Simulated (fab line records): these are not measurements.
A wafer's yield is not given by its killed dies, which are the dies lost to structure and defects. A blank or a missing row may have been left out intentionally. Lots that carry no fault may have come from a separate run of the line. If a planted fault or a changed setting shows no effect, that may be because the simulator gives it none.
Chamber matching | flow nand-harc | NHARC_A_CONTACT_ETCH_91 on rie-diel-01: 4 sister chambers
The step etches the open film in CH3F/O2, target depth 40 nm, time 85.7 s. 24 wafers are shown with their chamber, then 12 later ones without.

## EACH WAFER AND ITS CHAMBER
wafer  | chamber | showerhead-plenum-p-Torr (Torr) | drypump-motor-current-A (A) | rf-vpp-V (V)
L076.1 | 2       | 2.57                            | 5.68                        | 245.2
L076.4 | 1       | 2.56                            | 5.87                        | 246.7
L076.6 | 3       | 2.27                            | 5.69                        | 241.7
L079.2 | 3       | 2.27                            | 5.69                        | 241.0
L079.4 | 1       | 2.56                            | 5.84                        | 245.9
L079.6 | 3       | 2.27                            | 5.70                        | 241.7
L080.3 | 2       | 2.57                            | 5.71                        | 246.2
L080.4 | 0       | 2.50                            | 6.16                        | 243.7
L080.5 | 3       | 2.27                            | 5.71                        | 242.6
L082.1 | 0       | 2.50                            | 6.18                        | 245.5
L082.5 | 2       | 2.56                            | 5.69                        | 248.4
L082.6 | 3       | 2.27                            | 5.68                        | 241.0
L083.1 | 0       | 2.50                            | 6.17                        | 245.0
L083.3 | 3       | 2.27                            | 5.69                        | 242.8
L083.5 | 1       | 2.56                            | 5.86                        | 245.4
L086.1 | 1       | 2.56                            | 5.89                        | 244.9
L086.2 | 0       | 2.50                            | 6.16                        | 246.5
L086.4 | 3       | 2.27                            | 5.69                        | 242.2
L087.1 | 2       | 2.56                            | 5.69                        | 245.4
L087.2 | 0       | 2.50                            | 6.17                        | 245.3
L087.4 | 3       | 2.27                            | 5.65                        | 242.3
L091.1 | 1       | 2.55                            | 5.90                        | 246.5
L091.2 | 2       | 2.56                            | 5.74                        | 245.7
L091.3 | 3       | 2.27                            | 5.68                        | 242.0

SIGNATURES (means of the wafers above)
reading                  | chamber 0 | chamber 1 | chamber 2 | chamber 3 | scatter within a chamber
showerhead-plenum-p-Torr | 2.5000    | 2.5580    | 2.5640    | 2.2700    | 0.00316
drypump-motor-current-A  | 6.1680    | 5.8720    | 5.7020    | 5.6867    | 0.0188
rf-vpp-V                 | 245.200   | 245.880   | 246.180   | 241.922   | 0.903
Rule: a wafer lies at a distance from a chamber equal to the root of the sum of squares, over the readings, of (its reading less the chamber's mean, divided by the reading's scatter). The wafer belongs to the nearest chamber; if the next one is less than 2 further off, it can't be placed. The scatter: take each reading less its chamber's mean, square it, sum over the shown wafers, divide by the number of wafers less the number of chambers, and take the root.

## WAFERS WITH NO CHAMBER GIVEN
wafer  | showerhead-plenum-p-Torr (Torr) | drypump-motor-current-A (A) | rf-vpp-V (V)
L094.1 | 2.66                            | 5.67                        | 247.6
L094.2 | 2.56                            | 5.74                        | 244.6
L094.3 | 2.49                            | 6.16                        | 245.4
L094.4 | 2.55                            | 5.82                        | 245.4
L094.5 | 2.56                            | 5.70                        | 245.4
L094.6 | 2.55                            | 5.84                        | 246.1
L093.2 | 2.49                            | 6.20                        | 244.3
L093.4 | 2.66                            | 5.66                        | 246.1
L093.6 | 2.55                            | 5.88                        | 245.1
L097.1 | 2.49                            | 6.19                        | 246.3
L097.4 | 2.56                            | 5.69                        | 244.5
L097.5 | 2.56                            | 5.69                        | 245.4

## EACH ONE'S CHAMBER
wafer  | from the rows above | in truth
L094.1 | 2                   | 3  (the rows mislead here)
L094.2 | 2                   | 2
L094.3 | 0                   | 0
L094.4 | 1                   | 1
L094.5 | 2                   | 2
L094.6 | 1                   | 1
L093.2 | 0                   | 0
L093.4 | 2                   | 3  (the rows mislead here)
L093.6 | 1                   | 1
L097.1 | 0                   | 0
L097.4 | 2                   | 2
L097.5 | 2                   | 2
10 of 12 placed correctly. Left unplaced by these rows: 0. 2 placed wrongly.
